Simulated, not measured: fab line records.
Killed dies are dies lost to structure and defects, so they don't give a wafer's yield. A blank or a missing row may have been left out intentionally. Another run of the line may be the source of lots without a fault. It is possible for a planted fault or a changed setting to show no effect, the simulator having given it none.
fab line records | flow nand_harc
record lots=6 | wafers=18 | last_day=23
route steps=1159 shown A_STAIRCASE@701 END@1159
lots that met no fault: from a run of the same line without faults
start_h: hours from the record's opening day to when the first of the lot's shown wafers began | wait_h: hours since the lot's step before | " the same as in the row above | L1.1+2: a single row standing in for several wafers | - either no value or no given start | * or withheld: withheld | < > ~ a bound
route shown NAME@n: a module of which the file shows steps, and the number in the route of the first | usual: mean and standard deviation over wafers with no fault | same: alike in all rows | chamber/n: place in a boat | sites: per-site readings | _std_site: the standard deviation of these | _edge_site: outer sites' mean less inner sites' | radius_mm: for every site, how far away it sits from the centre of the wafer | mask NAME#n: copy n | behind: the last tool/chamber to shape the wafer | hold: reason for holding the lot/hours on hold/outcome of the hold | device: transistor that didn't switch, given as n, p or np | end of line: tests run on the same wafers once the route is complete | step lacking rows: just its recipe | killed: dies that structure and defects cost at the first sort, which is not the same as the wafer's yield | map: the dies of a wafer, with x for killed, . for not killed, _ for no die there
set.NAME: the run value of the setting; set.NAME@STEP: its run value at that earlier step | model.NAME: the simulator's own value behind a step, which no gauge read
lots at selected steps of the route; one table per step, one row per wafer
services: a tool's chamber out of use, with start hour (start_h, from the record's first day; less than 0 if before it), hours out, and reason
## steps
# step NHARC_A_STAIRCASE_DEP_417
# recipe target_thk_a=600 | step_coverage_pct=20 | temp_c=400 | target_thk_nm=60 | flow_sccm=200 | rf_w=450 | material=Si3N4
# usual heater_power_w=747/110 | rf_fwd_power_W=448.8/1.3 | showerhead_vpp_V=1305/61
lot.wafer | tool     | chamber | start_h | wait_h | heater_power_w | rf_fwd_power_W | showerhead_vpp_V
L247.3    | pecvd-04 | 1       | 274.53  | -      | 717            | 449.7          | 1303
L247.4    | "        | 2       | "       | "      | 732            | 451.2          | 1404
L247.5    | "        | 0       | "       | "      | 711            | 449.1          | 1394
L248.3    | pecvd-02 | 1       | 276.14  | -      | 811            | 450.2          | 1243
L248.2    | "        | 2       | "       | "      | 870            | 446.6          | 1307
L248.6    | "        | 2       | "       | "      | 849            | 445.9          | 1273
L254.1    | pecvd-04 | 1       | 316.82  | -      | 853            | 449.3          | 1267
L254.6    | "        | 0       | "       | "      | 693            | 449.5          | 1363
L254.5    | "        | 1       | "       | "      | 850            | 449.0          | 1268
L261.2    | pecvd-04 | 1       | 357.03  | -      | 790            | 447.7          | 1294
L261.6    | "        | 0       | "       | "      | 702            | 451.7          | 1364
L261.5    | "        | 1       | "       | "      | 782            | 448.4          | 1291
L263.2    | pecvd-02 | 2       | 370.49  | -      | 898            | 448.7          | 1289
L263.1    | "        | 0       | "       | "      | 783            | 449.1          | 1300
L263.4    | "        | 2       | "       | "      | 889            | 449.5          | 1288
L265.2    | pecvd-01 | 2       | 383.88  | -      | 800            | 450.0          | 1235
L265.4    | "        | 1       | "       | "      | 519            | 449.6          | 1256
L265.6    | "        | 2       | "       | "      | 791            | 451.1          | 1244
# step NHARC_A_STAIRCASE_WET_418
# recipe temp_c=160 | target_depth_a=200 | chemistry=H3PO4
# step NHARC_A_STAIRCASE_PRECLEAN_419
# recipe time_s=* | temp_c=50 | bath_age_min=0 | chemistry=SC1
# step NHARC_A_STAIRCASE_SRD_421
# step NHARC_A_STAIRCASE_ALD_420
# recipe target_thk_a=200 | pulse_time_s=6 | ald_cycles=200 | temp_c=300 | material=SiO2
# usual heater_power_w=481/50 | precursor_pulse_height_rel=0.995/0.019
lot.wafer | tool      | chamber | start_h | wait_h | heater_power_w | precursor_pulse_height_rel
L248.2    | ald_hk-03 | 3       | 278.28  | 0.1    | 572            | 1.008
L248.3    | "         | 0       | "       | "      | 462            | 0.995
L248.6    | "         | 3       | "       | "      | 556            | 0.994
L247.3    | ald_hk-02 | 0       | 278.39  | -      | 453            | 1.025
L247.4    | "         | 2       | "       | "      | 488            | 0.980
L247.5    | "         | 0       | "       | "      | 450            | 1.008
L254.1    | ald_hk-02 | 3       | 320.82  | -      | 452            | 1.017
L254.6    | "         | 2       | "       | "      | 512            | 1.008
L254.5    | "         | 3       | "       | "      | 469            | 1.008
L261.2    | ald_hk-03 | 3       | 360.09  | -      | 539            | 1.027
L261.5    | "         | 1       | "       | "      | 485            | 1.012
L261.6    | "         | 2       | "       | "      | 470            | 0.967
L263.2    | ald_hk-03 | 2       | 374.27  | -      | 471            | 1.014
L263.4    | "         | 0       | "       | "      | 439            | 0.992
L263.1    | "         | 1       | "       | "      | 480            | 0.961
L265.4    | ald_hk-02 | 0       | 386.63  | -      | 423            | 1.000
L265.2    | "         | 1       | "       | "      | 368            | 1.020
L265.6    | "         | 3       | "       | "      | 474            | 0.975
# step NHARC_A_STAIRCASE_CVD_552
# recipe target_thk_a=400 | temp_c=700 | pressure_mtorr=300 | material=SiNx
# step NHARC_A_STAIRCASE_DEP_151
# recipe target_thk_a=38000 | temp_c=400 | target_thk_nm=3800 | teos_flow_sccm=200 | rf_w=500 | material=SiO2
# usual heater_power_w=690/95 | rf_fwd_power_W=499.7/1.5
lot.wafer | tool     | chamber | start_h | wait_h | heater_power_w | rf_fwd_power_W
L248.2    | pecvd-02 | 0       | 286.62  | 0.5    | 704            | 497.8
L248.3    | "        | 1       | "       | "      | 690            | 498.6
L248.6    | "        | 1       | "       | "      | 628            | 498.1
L247.3    | pecvd-04 | 0       | 286.62  | 0.5    | 823            | 499.3
L247.4    | "        | 0       | "       | "      | 650            | 500.0
L247.5    | "        | 1       | "       | "      | 672            | 498.9
L254.1    | pecvd-04 | 2       | 332.20  | 0.6    | 735            | 498.4
L254.6    | "        | 0       | "       | "      | 646            | 498.8
L254.5    | "        | 1       | "       | "      | 679            | 501.4
L261.2    | pecvd-04 | 0       | 367.84  | 0.5    | 720            | 502.0
L261.6    | "        | 2       | "       | "      | 685            | 502.3
L261.5    | "        | 0       | "       | "      | 659            | 498.5
L263.1    | pecvd-02 | 1       | 383.49  | 0.4    | 747            | 498.7
L263.2    | "        | 0       | "       | "      | 773            | 500.0
L263.4    | "        | 1       | "       | "      | 604            | 500.6
L265.2    | pecvd-01 | 2       | 394.68  | 0.5    | 831            | 499.4
L265.4    | "        | 1       | "       | "      | 487            | 503.0
L265.6    | "        | 0       | "       | "      | 550            | 500.4
# step NHARC_A_STAIRCASE_ANNEAL_320
# recipe temp_c=750 | time_s=1800
# step NHARC_A_STAIRCASE_DEP_322
# recipe target_thk_a=38000 | temp_c=400 | target_thk_nm=3800 | teos_flow_sccm=200 | rf_w=500 | material=SiO2
# usual heater_power_w=685/100 | rf_fwd_power_W=499.5/1.4
lot.wafer | tool     | chamber | start_h | wait_h | heater_power_w | rf_fwd_power_W
L247.3    | pecvd-04 | 1       | 295.68  | 0.2    | 848            | 497.0
L247.4    | "        | 0       | "       | "      | 654            | 500.3
L247.5    | "        | 1       | "       | "      | 668            | 499.4
L248.3    | pecvd-02 | 2       | 295.68  | 0.2    | 825            | 499.3
L248.2    | "        | 0       | "       | "      | 773            | 500.6
L248.6    | "        | 1       | "       | "      | 636            | 498.1
L254.1    | pecvd-01 | 1       | 339.52  | 0.5    | 555            | 500.9
L254.5    | "        | 2       | "       | "      | 724            | 500.3
L254.6    | "        | 1       | "       | "      | 492            | 500.5
L261.2    | pecvd-01 | 2       | 376.73  | 0.4    | 825            | 497.8
L261.5    | "        | 0       | "       | "      | 552            | 500.7
L261.6    | "        | 1       | "       | "      | 500            | 498.5
L263.2    | pecvd-04 | 2       | 390.64  | 0.2    | 806            | 496.4
L263.1    | "        | 0       | "       | "      | 697            | 499.8
L263.4    | "        | 2       | "       | "      | 626            | 498.5
L265.2    | pecvd-04 | 2       | 401.73  | 0.1    | 823            | 499.5
L265.4    | "        | 0       | "       | "      | 667            | 500.6
L265.6    | "        | 1       | "       | "      | 720            | 500.6
# step NHARC_A_STAIRCASE_ANNEAL_323
# recipe temp_c=750 | time_s=1800
# step NHARC_A_STAIRCASE_DEP_325
# recipe target_thk_a=38000 | temp_c=400 | target_thk_nm=3800 | teos_flow_sccm=200 | rf_w=500 | material=SiO2
# usual heater_power_w=685/110 | rf_fwd_power_W=499.5/1.6
lot.wafer | tool     | chamber | start_h | wait_h | heater_power_w | rf_fwd_power_W
L248.3    | pecvd-02 | 2       | 302.81  | 0.1    | 810            | 500.5
L248.2    | "        | 0       | "       | "      | 693            | 499.3
L248.6    | "        | 0       | "       | "      | 681            | 499.9
L247.3    | pecvd-01 | 1       | 302.95  | 0.2    | 507            | 501.4
L247.4    | "        | 1       | "       | "      | 490            | 498.7
L247.5    | "        | 0       | "       | "      | 545            | 499.6
L254.1    | pecvd-04 | 1       | 346.60  | 0.2    | 785            | 499.7
L254.5    | "        | 0       | "       | "      | 669            | 500.6
L254.6    | "        | 1       | "       | "      | 663            | 499.3
L261.2    | pecvd-01 | 1       | 386.06  | 0.1    | 604            | 499.9
L261.5    | "        | 1       | "       | "      | 489            | 499.1
L261.6    | "        | 0       | "       | "      | 561            | 499.6
L263.1    | pecvd-02 | 2       | 397.63  | 0.1    | 885            | 500.3
L263.2    | "        | 0       | "       | "      | 691            | 497.8
L263.4    | "        | 1       | "       | "      | 581            | 561.2
L265.2    | pecvd-02 | 0       | 408.87  | 0.2    | 766            | 499.5
L265.6    | "        | 2       | "       | "      | 708            | 501.6
L265.4    | "        | 1       | "       | "      | 590            | 558.6
# step NHARC_A_STAIRCASE_ANNEAL_326
# recipe temp_c=750 | time_s=1800
# step NHARC_END_SORT_01
# recipe temp_c=25
# usual killed_at_array=27/9.9 | killed_at_other=0.5/0.76 | killed_at_periphery=3.4/2.2 | killed_dies=31/10 | killed_open=3.3/2 | killed_short=2.0/1.5
# same gross_dies=677
lot.wafer | tool      | chamber | start_h | wait_h | killed_at_array | killed_at_other | killed_at_periphery | killed_dies | killed_open | killed_short
L248.3    | prober-02 | 0       | 463.28  | 3.1    | 29              | 0               | 1                   | 30          | 1           | 2
# killed by level:class
L248.3 A_CHANNEL_HOLE_D1:chamber_film_flake=11 A_BLC:chamber_film_flake=7 A_CONTACT:chamber_film_flake=4 A_STAIRCASE:chamber_film_flake=3 A_ONON_D1:geometric_particle:short=1 A_WL_FILL:geometric_particle:short=1 A_BLC:geometric_particle:open=1 P_GATE:chamber_film_flake=1
## services
tool      | chamber | start_h | hours | kind
ald_hk-02 | -       | 281.27  | 10.0  | pm
ald_hk-02 | 0       | 281.27  | 10.0  | vent_cycle
ald_hk-02 | 1       | 281.27  | 10.0  | vent_cycle
ald_hk-02 | 2       | 281.27  | 10.0  | vent_cycle
ald_hk-02 | 3       | 281.27  | 10.0  | vent_cycle
ald_hk-02 | 0       | 291.27  | -     | clean
ald_hk-02 | 1       | 291.27  | -     | clean
ald_hk-02 | 2       | 291.27  | -     | clean
ald_hk-03 | -       | 322.45  | 10.0  | pm
pecvd-02  | -       | 334.34  | 13.0  | pm
pecvd-02  | 0       | 334.34  | 13.0  | vent_cycle
pecvd-02  | 1       | 334.34  | 13.0  | vent_cycle
pecvd-02  | 2       | 334.34  | 13.0  | vent_cycle
pecvd-04  | 2       | 337.80  | 19.8  | repair
pecvd-02  | 0       | 347.34  | -     | clean
pecvd-02  | 1       | 347.34  | -     | clean
pecvd-02  | 2       | 347.34  | -     | clean
pecvd-04  | -       | 376.56  | 13.0  | pm
pecvd-04  | 0       | 376.56  | 13.0  | vent_cycle
pecvd-04  | 1       | 376.56  | 13.0  | vent_cycle
pecvd-04  | 2       | 376.56  | 13.0  | vent_cycle
pecvd-04  | 0       | 389.56  | -     | clean
pecvd-04  | 1       | 389.56  | -     | clean
pecvd-04  | 2       | 389.56  | -     | clean
## key
first_sign step=NHARC_A_STAIRCASE_DEP_325 | reading=rf_fwd_power_W | direction=up | sigmas=39 | usual=* | struck=*
effect none on later readings
met_at NHARC_A_STAIRCASE_DEP_325
struck_wafers L263.4,L265.4
tester_left_out L263,L265
fault kind=process_parameter_drift | tool=pecvd-02 | chamber=1 | onset_h=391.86 | steps=NHARC_A_STAIRCASE_DEP_325 | channel=rf_w | offset=* | shape=step | end_h=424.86 | acts_in=* | stated=*
# tester_left_out: of these lots the tester's yield and bins aren't shown, on N5 and GAA mostly nor the transistor test; their killed dies are dies lost to structure and defects alone, not to doping, threshold or leakage, so they don't give the yield
